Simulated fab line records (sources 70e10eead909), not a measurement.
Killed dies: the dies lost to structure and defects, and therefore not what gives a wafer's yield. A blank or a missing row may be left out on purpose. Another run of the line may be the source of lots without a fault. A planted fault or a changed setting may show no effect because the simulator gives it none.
Which tool is to blame? ; flow nand_harc ; 12 lots, 36 wafers sampled, at 4 steps of a route of 1302

WHAT EACH GAUGE READ, for each wafer
Not one reading of a measure or inspect step in the record can be checked against a usual standard deviation.

WHICH TOOL RAN EACH LOT (tool, then ch and the chambers of the sampled wafers, then the start)
lot;NHARC_A_STAIRCASE_TRIM_231;NHARC_A_STAIRCASE_STRIP_238;NHARC_A_STAIRCASE_HM_DEP_456;NHARC_A_STAIRCASE_DEP_259
L525;rie_diel-08 ch 0,2, day 17 04:07 or earlier;plasma_asher-02 ch 0,1, day 17 04:07;acl_dep-01 ch 0, day 17 06:53;pecvd-04 ch 1,2, day 17 08:49
L526;rie_diel-10 ch 0,2,3, day 17 06:16 or earlier;plasma_asher-02 ch 0,1, day 17 06:16;acl_dep-01 ch 0, day 17 09:11;pecvd-03 ch 0,1,2, day 17 10:44
L528;rie_diel-10 ch 1,2,3, day 18 07:06 or earlier;plasma_asher-01 ch 0,1, day 18 07:06;acl_dep-02 ch 0, day 18 09:52;pecvd-03 ch 1,2, day 18 11:27
L529;rie_diel-06 ch 1,2,3, day 18 13:51 or earlier;plasma_asher-02 ch 0,1, day 18 13:51;acl_dep-03 ch 0, day 18 16:14;pecvd-03 ch 0,1,2, day 18 18:07
L530;rie_diel-06 ch 0,2, day 18 21:57 or earlier;plasma_asher-01 ch 0,1, day 18 21:57;acl_dep-03 ch 0, day 19 05:22;pecvd-04 ch 0,1,2, day 19 07:16
L531;rie_diel-06 ch 0,3, day 19 11:48 or earlier;plasma_asher-01 ch 0,1, day 19 11:48;acl_dep-01 ch 0, day 19 19:58;pecvd-03 ch 1,2, day 19 21:22
L532;rie_diel-08 ch 1,3, day 20 03:23 or earlier;plasma_asher-02 ch 0,1, day 20 03:23;acl_dep-02 ch 0, day 20 06:17;pecvd-02 ch 0,2, day 20 07:34
L533;rie_diel-06 ch 0,2,3, day 20 13:17 or earlier;plasma_asher-02 ch 1, day 20 13:17;acl_dep-03 ch 0, day 20 15:44;pecvd-04 ch 0,1,2, day 20 20:44
L537;rie_diel-08 ch 0,1,3, day 22 16:35 or earlier;plasma_asher-02 ch 0,1, day 22 16:35;acl_dep-02 ch 0, day 22 19:35;pecvd-03 ch 0,1,2, day 22 23:38
L542;rie_diel-10 ch 0,1, day 23 19:42 or earlier;plasma_asher-01 ch 0,1, day 23 19:42;acl_dep-03 ch 0, day 23 23:37;pecvd-02 ch 1,2, day 24 01:26
L544;rie_diel-10 ch 0,1,3, day 24 13:50 or earlier;plasma_asher-02 ch 0,1, day 24 13:50;acl_dep-03 ch 0, day 24 21:09;pecvd-02 ch 0,2, day 24 23:02
L546;rie_diel-10 ch 0,3, day 25 07:10 or earlier;plasma_asher-01 ch 0, day 25 07:10;acl_dep-03 ch 0, day 25 09:37;pecvd-02 ch 1, day 25 11:32
- NHARC_A_STAIRCASE_TRIM_231: chemistry O2, time 211.2 s.
- NHARC_A_STAIRCASE_STRIP_238: strips in O2.
- NHARC_A_STAIRCASE_HM_DEP_456: deposits aC, target thk 3100 nm.
- NHARC_A_STAIRCASE_DEP_259: deposits SiON, target thk 30 nm.

WHAT THE TOOLS THEMSELVES READ (means of the sampled wafers that have a number; where no wafer has one, the mark that the record gives instead)
NHARC_A_STAIRCASE_TRIM_231. Usual: chamber_pressure_mTorr 60.01 mTorr, standard deviation 0.06; drypump_motor_current_A 5.8 A, standard deviation 0.47; oes_product_au 1.001 a.u., standard deviation 0.015; rf_vpp_V 57.8 V, standard deviation 0.92; showerhead_plenum_p_Torr 3.58 Torr, standard deviation 0.16; throttle_valve_pct 17.037 %, standard deviation 0.0096.
lot;tool;chamber_pressure_mTorr (mTorr);drypump_motor_current_A (A);oes_product_au (a.u.);rf_vpp_V (V);showerhead_plenum_p_Torr (Torr);throttle_valve_pct (%);flag
L525;rie_diel-08;60.06;6.2;1.025;57.8;3.64;17.035;
L526;rie_diel-10;60.01;5.3;1.007;58.7;3.71;17.039;
L528;rie_diel-10;60.01;5.4;0.996;57.5;3.69;17.045;
L529;rie_diel-06;59.95;6.1;0.998;58.2;3.53;17.038;
L530;rie_diel-06;60.00;6.3;1.018;57.7;3.67;17.044;
L531;rie_diel-06;59.95;6.2;1.006;57.1;3.44;17.036;
L532;rie_diel-08;60.00;5.2;0.980;58.0;3.58;17.040;
L533;rie_diel-06;60.01;6.2;1.003;57.9;3.54;17.036;
L537;rie_diel-08;60.05;5.5;0.997;58.5;3.63;17.037;
L542;rie_diel-10;60.02;5.2;0.994;57.4;3.75;17.042;
L544;rie_diel-10;60.04;5.5;0.989;57.1;3.67;17.036;
L546;rie_diel-10;60.05;5.2;0.999;57.9;3.68;17.037;

NHARC_A_STAIRCASE_STRIP_238. Usual: drypump_motor_current_A 5.14 A, standard deviation 0.25; heater_power_w 347 W, standard deviation 34.
lot;tool;drypump_motor_current_A (A);heater_power_w (W);flag
L525;plasma_asher-02;4.97;337;
L526;plasma_asher-02;5.08;321;
L528;plasma_asher-01;5.19;366;
L529;plasma_asher-02;4.98;335;
L530;plasma_asher-01;5.39;383;
L531;plasma_asher-01;5.38;373;
L532;plasma_asher-02;5.11;329;
L533;plasma_asher-02;4.87;347;
L537;plasma_asher-02;5.09;330;
L542;plasma_asher-01;5.39;388;
L544;plasma_asher-02;4.99;338;
L546;plasma_asher-01;5.03;325;

NHARC_A_STAIRCASE_HM_DEP_456. Usual: throttle_valve_pct 35.001 %, standard deviation 0.0096.
lot;tool;throttle_valve_pct (%);flag
L525;acl_dep-01;35.000;
L526;acl_dep-01;35.007;
L528;acl_dep-02;34.999;
L529;acl_dep-03;35.002;
L530;acl_dep-03;34.996;
L531;acl_dep-01;34.997;
L532;acl_dep-02;35.001;
L533;acl_dep-03;35.004;
L537;acl_dep-02;34.998;
L542;acl_dep-03;34.995;
L544;acl_dep-03;34.994;
L546;acl_dep-03;35.011;

NHARC_A_STAIRCASE_DEP_259. Usual: heater_power_outer_w 479 W, standard deviation 61; heater_power_w 780 W, standard deviation 83; rf_fwd_power_W 348.4 W, standard deviation 1.2.
lot;tool;heater_power_outer_w (W);heater_power_w (W);rf_fwd_power_W (W);flag
L525;pecvd-04;393;657;349.3;
L526;pecvd-03;462;793;347.7;
L528;pecvd-03;492;831;348.5;
L529;pecvd-03;467;788;348.1;
L530;pecvd-04;461;780;347.3;
L531;pecvd-03;458;796;348.6;
L532;pecvd-02;458;742;348.4;
L533;pecvd-04;480;821;348.0;
L537;pecvd-03;463;792;349.6;
L542;pecvd-02;568;837;347.7;
L544;pecvd-02;481;768;347.3;
L546;pecvd-02;527;803;348.1;

THE ANSWER, worked out from the rows above alone
Rule: a lot is off if the mean of its wafers that have a number lies more than 3 standard deviations from the usual mean. Also off: a lot with no number at a reading for which 4 or more lots have one. The other lots that the step has rows for count as sound. After the gauges, taken in route order, come the tools' own readings; for these a lot's mean is taken, as printed above. At the first step where some lot is off, the reading lying furthest off is the one used; lots without a number count as furthest.
Nothing can be told from this: no lot is off at any reading shown.

WHAT WAS PUT IN BY THE SIMULATOR
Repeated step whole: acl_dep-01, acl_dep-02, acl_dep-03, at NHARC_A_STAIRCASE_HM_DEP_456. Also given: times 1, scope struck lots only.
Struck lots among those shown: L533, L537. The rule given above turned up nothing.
